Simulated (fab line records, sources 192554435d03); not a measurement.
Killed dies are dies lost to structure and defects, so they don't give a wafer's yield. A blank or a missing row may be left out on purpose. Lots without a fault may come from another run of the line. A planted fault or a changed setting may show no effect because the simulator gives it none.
Split-lot experiment | flow n5_finfet | 7 lots, 21 wafers read, on a route of 1938 steps

THE SPLIT
At N5_MOL_CONTACT_COAG_COAT_103 (time 60 s, resist thk 80 nm), the setting spin_rpm was moved away from the recipe's 1500 rpm on 8 of the 21 wafers read, by -10.7% to +6.7%. The other wafers ran this setting at the recipe's value.

FROM THE SPLIT TO THE READING: what the file shows between them, 14 steps
- N5_MOL_CONTACT_COAG_COAT_02: resist thk 30 nm (also split here: spin_rpm)
- N5_MOL_CONTACT_COAG_EBR_04
- N5_MOL_CONTACT_COAG_SOFTBAKE_03: time 60 s
- N5_MOL_CONTACT_COAG_EXPOSE_05: exposes mask CA, defocus 0 nm
- N5_MOL_CONTACT_COAG_PEB_06: peb time 60 s
- N5_MOL_CONTACT_COAG_DEVELOP_07: develop time 30 s
- N5_MOL_CONTACT_COAG_DESCUM_13: chemistry O2, time 7 s
- N5_MOL_CONTACT_COAG_ETCH_59: etches underlayer in N2/H2, target depth 13 nm, time 10.4 s
- N5_MOL_CONTACT_COAG_ETCH_105: etches SiARC in CF4, target depth 15.6 nm, time 26 s
- N5_MOL_CONTACT_COAG_ETCH_106: etches SOC in N2/H2, target depth 80 nm, overetch 16 nm, time 120 s
- N5_MOL_CONTACT_COAG_STRIP_107: strips in N2/H2
- N5_MOL_CONTACT_COAG_STRIP_108: strips in N2/H2
- N5_MOL_CONTACT_COAG_STRIP_109: strips in C4F6/O2
- N5_MOL_CONTACT_COAG_ETCH_15: etches SiNx in CH3F/O2, stops on Si:P, target depth 7 nm

THE READING
SOC_of_MOL_CONTACT_COAG_COAT_103.thk_nm (the simulator's own value, which no gauge read), in nm, at N5_MOL_CONTACT_COAG_ETCH_110 (etches Si in CF4/O2, target depth 2.5 nm, time 8 s). The file gives no usual value for it. The 13 wafers here that ran the recipe average 73.7 nm, standard deviation 0.3 nm.

wafer  | tool, chamber at the split | spin_rpm as run, rpm | against the recipe | SOC_of_MOL_CONTACT_COAG_COAT_103.thk_nm, nm | against lot-mates on the recipe
L077.4 | litho_track-03, 0          | 1500                 | recipe             | 73.2                                        | -
L077.5 | litho_track-03, 0          | 1500                 | recipe             | 73.8                                        | -
L077.6 | litho_track-03, 0          | 1500                 | recipe             | 73.4                                        | -
L082.3 | litho_track-02, 0          | 1601                 | +6.7%              | 71.2                                        | -2.5
L082.4 | litho_track-02, 0          | 1500                 | recipe             | 73.8                                        | -
L082.5 | litho_track-02, 0          | 1500                 | recipe             | 73.6                                        | -
L084.2 | litho_track-03, 0          | 1553                 | +3.5%              | 72.6                                        | -1.3
L084.4 | litho_track-03, 0          | 1500                 | recipe             | 73.6                                        | -
L084.5 | litho_track-03, 0          | 1500                 | recipe             | 74.2                                        | -
L089.2 | litho_track-04, 0          | 1340                 | -10.7%             | 78.4                                        | +4.6
L089.6 | litho_track-04, 0          | 1340                 | -10.7%             | 78.4                                        | +4.6
L089.4 | litho_track-04, 0          | 1500                 | recipe             | 73.8                                        | -
L093.1 | litho_track-04, 0          | 1349                 | -10.1%             | 78.4                                        | +4.0
L093.2 | litho_track-04, 0          | 1500                 | recipe             | 74.4                                        | -
L093.4 | litho_track-04, 0          | 1349                 | -10.1%             | 78.2                                        | +3.8
L096.2 | litho_track-04, 0          | 1500                 | recipe             | 73.8                                        | -
L096.5 | litho_track-04, 0          | 1390                 | -7.3%              | 76.8                                        | +3.0
L096.6 | litho_track-04, 0          | 1390                 | -7.3%              | 77                                          | +3.2
L097.1 | litho_track-02, 0          | 1500                 | recipe             | 73.6                                        | -
L097.2 | litho_track-02, 0          | 1500                 | recipe             | 73.6                                        | -
L097.5 | litho_track-02, 0          | 1500                 | recipe             | 73.8                                        | -

THE FIT
A straight line over all 21 wafers: SOC_of_MOL_CONTACT_COAG_COAT_103.thk_nm changes by -0.429 nm for each +1% of spin_rpm; r = -0.99; the points scatter about the line by 0.28 nm.
The same after taking each lot's own level away (the mean of its wafers on the recipe; 21 wafers): -0.406 nm for each +1%; r = -1.00; scatter 0.2 nm.
On that fit, the largest move of spin_rpm shifts the reading by 4.3 nm.
The lots' own levels span 73.47 to 74.40 nm, that is 3.1 times the standard deviation above.
So the lot-to-lot level changes the slope little: the two slopes agree.
Check: with one of the wafers moved furthest among these (-10.7%) left out of the fit, the line predicts +4.31 nm for it against its lot-mates. It came out at +4.6 nm against them.

OTHER SPLITS ON THESE WAFERS
These wafers also went through other splits before the reading. Each is held against what the fit with the lots' levels taken away leaves over:
other split on the same wafers       | wafers away from the commonest value | r with SOC_of_MOL_CONTACT_COAG_COAT_103.thk_nm (lot level and that fit taken away)
N5_SDB_COAT_05 spin_rpm              | 6                                    | +0.05
N5_HKMG_FIN_ETCH_55 bias_w           | 4                                    | +0.02
N5_HKMG_FIN_ETCH_58 source_w         | 8                                    | +0.55
N5_MOL_CONTACT_COAG_COAT_02 spin_rpm | 4                                    | +0.09

THE WHOLE CHAIN: every reading that the file lists as answering this split, in the file's order
step                         | what it does                                                        | reading                                                                                  | change (the file's fit)               | r (the file's)
N5_MOL_CONTACT_COAG_COAT_103 | time 60 s, resist thk 80 nm                                         | SOC_of_MOL_CONTACT_COAG_COAT_103.thk_nm (the simulator's own value, which no gauge read) | -0.4 nm for each +1% of the setting   | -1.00
N5_MOL_CONTACT_COAG_ETCH_106 | etches SOC in N2/H2, target depth 80 nm, overetch 16 nm, time 120 s | etch.depth_nm (the simulator's own value, which no gauge read)                           | -0.4 nm for each +1% of the setting   | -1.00
N5_MOL_CONTACT_COAG_ETCH_110 | etches Si in CF4/O2, target depth 2.5 nm, time 8 s                  | SOC_of_MOL_CONTACT_COAG_COAT_103.thk_nm (the simulator's own value, which no gauge read) | -0.406 nm for each +1% of the setting | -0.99

THE FILE'S OWN FIT
SOC_of_MOL_CONTACT_COAG_COAT_103.thk_nm changes by -0.406 nm for each +1% of spin_rpm, r = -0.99.
